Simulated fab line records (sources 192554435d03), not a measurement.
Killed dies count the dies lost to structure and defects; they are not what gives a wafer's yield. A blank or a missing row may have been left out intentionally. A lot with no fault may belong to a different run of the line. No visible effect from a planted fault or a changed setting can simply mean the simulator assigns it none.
The same fault as seen by 3 desks | flow n5-finfet | every desk sees just its own numbers, and what lay behind them comes last

## DESK OF THE TOOL OWNER: rie-diel-01
The tool's own readings at N5_MOL_CONTACT_COAG_DESCUM_45 (chemistry O2, time 7 s): means of the sampled wafers that have a number, for each lot that ran on this tool. Marked OUT: a lot whose mean sits more than 4 standard deviations from the usual mean, which makes it out of limits; the brackets give that distance.
Columns: A = drypump-motor-current-A at N5_MOL_CONTACT_COAG_DESCUM_45, usual 5.7 A; B = oes-product-au at N5_MOL_CONTACT_COAG_DESCUM_45, usual 0.78 a.u.; C = rf-vpp-V at N5_MOL_CONTACT_COAG_DESCUM_45, usual 243.4 V; D = showerhead-plenum-p-Torr at N5_MOL_CONTACT_COAG_DESCUM_45, usual 2.11 Torr; E = throttle-valve-pct at N5_MOL_CONTACT_COAG_DESCUM_45, usual 20.46 %
lot  | first seen here | A   | B    | C     | D    | E
L499 | day 5 07:32     | 5.6 | 0.78 | 243.5 | 2.15 | 20.28
L520 | day 10 11:55    | 5.7 | 0.80 | 243.6 | 2.11 | 20.47
Finding of this desk: none of the 2 lots has anything out of limits.

## THE METROLOGY DESK
Means of the sampled wafers that have a number, per lot and without regard to the tool the lot ran on: this is what the gauges read. Marked OUT: a lot whose mean sits more than 4 standard deviations from the usual mean, which makes it out of limits; the brackets give that distance. It has 12 readings; the 7 that lie furthest out on some lot are the ones shown.
Columns: A = cd-nm at N5_MOL_CONTACT_COAG_CD_MEAS_40, usual 25.10 nm; B = VD_OVL at N5_MOL_CONTACT_COAG_OVL_MEAS_41, usual -0.4 nm; C = DIBL_P at N5_BEOL_M4_RC_MEAS_101, usual 36.3 mV/V; D = IOFF_P at N5_BEOL_M4_RC_MEAS_101, usual 0.21 nA/um; E = SS_N at N5_BEOL_M4_RC_MEAS_101, usual 71.4 mV/dec; F = VT_N at N5_BEOL_M4_RC_MEAS_101, usual 251 mV; G = VT_P at N5_BEOL_M4_RC_MEAS_101, usual -250 mV
lot  | first seen here | A     | B    | C    | D    | E    | F   | G
L499 | day 5 07:25     | 24.77 | -0.1 | 35.4 | 0.25 | 71.5 | 248 | -247
L500 | day 5 09:39     | 25.06 | -0.3 | 36.9 | 0.21 | 71.9 | 250 | -252
L505 | day 6 15:49     | 25.28 | 0.2  | 39.2 | 0.23 | 71.5 | 249 | -250
L509 | day 7 17:57     | 25.06 | -0.5 | 38.7 | 0.21 | 72.0 | 250 | -253
L520 | day 10 11:45    | 25.04 | 0.2  | 36.5 | 0.20 | 71.8 | 250 | -253
Finding of this desk: none of the 5 lots has anything out of limits.

## THE DEFECT DESK
Counts from the inspections along the route, per lot, as means over the sampled wafers that have a number. Marked OUT: a lot whose mean sits more than 4 standard deviations from the usual mean, which makes it out of limits; the brackets give that distance.
Columns: A = raw-defect-count at N5_MOL_CONTACT_COAG_INSPECT_42, usual 220
lot  | first seen here | A
L499 | day 5 07:31     | 190
L500 | day 5 09:44     | 311
L505 | day 6 15:55     | 261
L509 | day 7 18:02     | 177
L520 | day 10 11:50    | 202
Finding of this desk: none of the 5 lots has anything out of limits.

## TAKEN TOGETHER
The tool owner's desk saw nothing out of limits.
The metrology desk saw nothing out of limits.
Nothing the defect desk looked at was out of limits.

## WHAT HAD BEEN PUT IN BY THE SIMULATOR
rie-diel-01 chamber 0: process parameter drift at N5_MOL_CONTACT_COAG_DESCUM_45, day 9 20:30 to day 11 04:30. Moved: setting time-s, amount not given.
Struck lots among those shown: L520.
